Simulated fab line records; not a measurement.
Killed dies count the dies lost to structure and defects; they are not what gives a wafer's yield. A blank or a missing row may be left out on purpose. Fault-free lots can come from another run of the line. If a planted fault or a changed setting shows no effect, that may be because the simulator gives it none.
Which tool did it? / flow n5 finfet / Sampling: 10 lots, 30 wafers, 4 of 1938 route steps

WHAT THE GAUGES READ, wafer by wafer
N5_MOL_CONTACT_COAG_OVL_MEAS_85.
lot=L974; measured=day 5 10:53; on=overlay-02; VG_OVL (nm)=-1.1 0.5 0.2
lot=L977; measured=day 6 07:39; on=overlay-02; VG_OVL (nm)=0.5 -0.6 -0.3
lot=L979; measured=day 6 21:11; on=overlay-01; VG_OVL (nm)=-0.2 0.7 -0.2
lot=L981; measured=day 7 10:22; on=overlay-01; VG_OVL (nm)=0.3 -0.4 1.0
lot=L985; measured=day 8 10:33; on=overlay-02; VG_OVL (nm)=-0.7 -0.2 -0.1
lot=L988; measured=day 9 02:48; on=overlay-01; VG_OVL (nm)=1.0 1.0 0.0
lot=L990; measured=day 9 13:07; on=overlay-02; VG_OVL (nm)=-0.7 0.4 -0.5
lot=L993; measured=day 10 12:15; on=overlay-01; VG_OVL (nm)=-0.7 0.7 0.3
lot=L994; measured=day 10 18:22; on=overlay-01; VG_OVL (nm)=-0.3 -0.9 0.4
lot=L995; measured=day 11 01:56; on=overlay-01; VG_OVL (nm)=-0.7 -1.1 -0.8

WHICH TOOL RAN EACH LOT (tool, then ch and the chambers of the sampled wafers, then the start)
lot=L974; N5_MOL_CONTACT_COAG_STRIP_98=rie diel-04 ch 1,2, day 5 01:55; N5_MOL_CONTACT_COAG_ALD_20=ald metal-02 ch 2,3, day 5 02:42; N5_MOL_CONTACT_COAG_COAT_76=litho track-01 ch 0, day 5 10:34
lot=L977; N5_MOL_CONTACT_COAG_STRIP_98=rie diel-03 ch 3, day 5 22:44; N5_MOL_CONTACT_COAG_ALD_20=ald metal-02 ch 0,2, day 5 23:28; N5_MOL_CONTACT_COAG_COAT_76=litho track-01 ch 0, day 6 07:13
lot=L979; N5_MOL_CONTACT_COAG_STRIP_98=rie diel-04 ch 0,1,3, day 6 11:36; N5_MOL_CONTACT_COAG_ALD_20=ald metal-04 ch 0,1,3, day 6 12:17; N5_MOL_CONTACT_COAG_COAT_76=litho track-01 ch 0, day 6 20:53
lot=L981; N5_MOL_CONTACT_COAG_STRIP_98=rie diel-06 ch 1,2, day 7 01:51; N5_MOL_CONTACT_COAG_ALD_20=ald metal-02 ch 1,2,3, day 7 03:19; N5_MOL_CONTACT_COAG_COAT_76=litho track-01 ch 0, day 7 10:03
lot=L985; N5_MOL_CONTACT_COAG_STRIP_98=rie diel-06 ch 0,2,3, day 8 00:14; N5_MOL_CONTACT_COAG_ALD_20=ald metal-02 ch 0,1,3, day 8 01:46; N5_MOL_CONTACT_COAG_COAT_76=litho track-04 ch 0, day 8 10:07
lot=L988; N5_MOL_CONTACT_COAG_STRIP_98=rie diel-04 ch 0,1, day 8 15:31; N5_MOL_CONTACT_COAG_ALD_20=ald metal-02 ch 1,2,3, day 8 17:25; N5_MOL_CONTACT_COAG_COAT_76=litho track-03 ch 0, day 9 02:22
lot=L990; N5_MOL_CONTACT_COAG_STRIP_98=rie diel-06 ch 0,1,3, day 9 04:14; N5_MOL_CONTACT_COAG_ALD_20=ald metal-02 ch 0,1,3, day 9 05:26; N5_MOL_CONTACT_COAG_COAT_76=litho track-04 ch 0, day 9 12:49
lot=L993; N5_MOL_CONTACT_COAG_STRIP_98=rie diel-03 ch 0,2,3, day 10 02:01; N5_MOL_CONTACT_COAG_ALD_20=ald metal-01 ch 0,1,3, day 10 02:39; N5_MOL_CONTACT_COAG_COAT_76=litho track-04 ch 0, day 10 11:49
lot=L994; N5_MOL_CONTACT_COAG_STRIP_98=rie diel-04 ch 1,2,3, day 10 09:18; N5_MOL_CONTACT_COAG_ALD_20=ald metal-02 ch 0,2,3, day 10 09:56; N5_MOL_CONTACT_COAG_COAT_76=litho track-03 ch 0, day 10 18:03
lot=L995; N5_MOL_CONTACT_COAG_STRIP_98=rie diel-03 ch 0,1, day 10 15:55; N5_MOL_CONTACT_COAG_ALD_20=ald metal-02 ch 0,1,2, day 10 16:38; N5_MOL_CONTACT_COAG_COAT_76=litho track-01 ch 0, day 11 01:29
- N5_MOL_CONTACT_COAG_STRIP_98: strips in N2/H2.
- N5_MOL_CONTACT_COAG_ALD_20: deposits TiN, target thk 1.5 nm, pulse time 1 s, purge time 3 s.
- N5_MOL_CONTACT_COAG_COAT_76: time 60 s, resist thk 10 nm.

THE ANSWER, worked out from the rows above alone
Rule: usual is defined by the lots themselves. Put in order of their means at a reading, lots are off if they are a third of the lots or fewer, leave a main group of 4 or more, and stand apart from it by a gap of 3 or more times the standard deviation of the main group's means; of several such gaps the widest counts. A main group is skipped when, at the precision printed for the reading in the tables above, its means are all equal. A lot without any number at a reading at which 4 lots or more have one is off too. All remaining lots with rows at the step are treated as sound.
No lot is off on any of the readings shown, so nothing can be concluded from this.

WHAT THE SIMULATOR HAD INSERTED
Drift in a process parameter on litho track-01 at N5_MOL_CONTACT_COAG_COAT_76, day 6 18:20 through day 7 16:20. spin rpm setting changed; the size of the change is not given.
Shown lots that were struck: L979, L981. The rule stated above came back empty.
